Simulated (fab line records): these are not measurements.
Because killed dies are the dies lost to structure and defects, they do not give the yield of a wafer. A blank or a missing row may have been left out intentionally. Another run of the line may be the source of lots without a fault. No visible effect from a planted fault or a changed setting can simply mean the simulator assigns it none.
Comparing a struck lot with a sound one -- flow n5Finfet -- 22 out of 1938 route steps
Sound: these wafers, L753.2, L753.5, L753.6. Wafers struck: L754.2, L754.3, L754.5. Last of all comes the cause.
Order at every step that has rows: each side's tool, ch and its chambers, its first start. Under that, the readings that differ: sound wafers -- struck wafers -- difference of the means -- sigmas: that difference in standard deviations of wafers without a fault.
alike: readings with means less than 2 such deviations apart, plus words and numbers identical on both sides. not compared: withheld readings, readings lacking a value on some wafer, bounds such as >300 that could conceal the same value, and numbers that have no deviation in the record and whose values overlap.
The two part at a step that has a row with sigmas, a row that says differs or no value, or rows on one side only. Non-overlapping numbers with no deviation appear without sigmas and do not part them. A reading that every wafer of one side lacks parts them only if that side has two wafers or more.

first, 8 steps without rows for these wafers: N5_BEOL_M1_PRE_CLEAN_60 (time 15 s); N5_BEOL_M1_CO_CAP_55 (material Co, precursor CCTBA/H2, target thk 2 nm, time 102.1 s); N5_BEOL_M1_PRE_CLEAN_56 (time 15 s); N5_BEOL_M1_DEP_57 (deposits SiCN from 3MS/NH3, target thk 8 nm, time 14 s); N5_BEOL_M2_ILD_DEP_00 (deposits SiOC from DEMS/O2, target thk 79 nm, time 15.3 s); N5_BEOL_M2_PECVD_72 (deposits SiO2 from TEOS/O2, target thk 16 nm, time 18 s); N5_BEOL_M2_HM_DEP_02 (deposits TiN, target thk 20 nm); N5_BEOL_M2_COAT_61 (time 60 s, resist thk 60 nm).
N5_BEOL_M2_COAT_62: time 60 s, resist thk 12 nm.
  sound on lithoTrack-03 ch 0, day 10 08:43; struck on lithoTrack-03 ch 0, day 10 13:19
reading,sound,struck,difference,sigmas
spinSpeedRpm (rpm),1501.0 1500.9 1501.4,2218.9 2219.0 2218.8,+717.8,+99 or more
model.SiARC_of_BEOL_M2_COAT_62.thkNm (nm),12 12 12,9.8 9.8 9.8,-2.2,
  alike: dispensePressureKPa
then, 9 steps without rows for these wafers: N5_BEOL_M2_COAT_73 (time 60 s, resist thk 5 nm); N5_BEOL_M2_COAT_05 (resist thk 30 nm); N5_BEOL_M2_EBR_07; N5_BEOL_M2_SOFTBAKE_06 (time 60 s); N5_BEOL_M2_EXPOSE_08 (exposes mask M2); N5_BEOL_M2_PEB_09 (peb time 60 s); N5_BEOL_M2_DEVELOP_10 (develop time 30 s); N5_BEOL_M2_DESCUM_16 (chemistry O2, time 7 s); N5_BEOL_M2_ETCH_74 (etches underlayer in N2/H2, target depth 6.5 nm, time 5.2 s).
N5_BEOL_M2_ETCH_63: etches SiARC in CF4, target depth 15.6 nm, time 26 s.
  sound on rieDiel-06 ch 0,1, day 10 09:33; struck on rieDiel-05 ch 1,2,3, day 10 13:55
reading,sound,struck,difference,sigmas
etchRfOnTimeS (s),25.7 26.1 25.5,20.6 21.2 20.1,-5.1,-7
model.etch.depthNm (nm),11.99 11.97 11.96,9.837 9.841 9.81,-2.144,
  alike: drypumpMotorCurrentA, oesProductAu, rfVppV, showerheadPlenumPTorr, throttleValvePct
  not compared: rfHoursCounterH
N5_BEOL_M2_ETCH_64: etches SOC in N2/H2, target depth 75 nm, overetch 22.5 nm, time 121.9 s.
  sound on rieDiel-06 ch 0,1, day 10 09:35; struck on rieDiel-05 ch 1,2,3, day 10 13:57
reading,sound,struck,difference,sigmas
model.SiARC_of_BEOL_M2_COAT_62.thkNm (nm),6.2 6.4 6.2,4 3.8 3.6,-2,
  alike: drypumpMotorCurrentA, oesProductAu, rfVppV, showerheadPlenumPTorr, throttleValvePct
  not compared: rfHoursCounterH
then, 1 step without rows for these wafers: N5_BEOL_M2_STRIP_65 (strips in N2/H2).
N5_BEOL_M4_RC_MEAS_101:
  sound on prober-01 ch 0, day 11 16:19; struck on prober-01 ch 0, day 12 00:28
reading,sound,struck,difference,sigmas
IOFF_N (nA/um),0.19 0.20 0.21,0.13 0.13 0.15,-0.06,-2
IOFF_P (nA/um),0.25 0.25 0.28,0.17 0.19 0.19,-0.08,-2
VT_P (mV),-244 -247 -243,-254 -251 -251,-7,-2
  alike: DIBL_N, DIBL_P, ION_N, ION_P, SS_N, SS_P, VT_N

WHERE THEY PART
Earliest at N5_BEOL_M2_COAT_62; latest, in this record, at N5_BEOL_M4_RC_MEAS_101.

WHY: the cause the simulator had injected
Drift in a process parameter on lithoTrack-03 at N5_BEOL_M2_COAT_62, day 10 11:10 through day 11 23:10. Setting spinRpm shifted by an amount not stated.
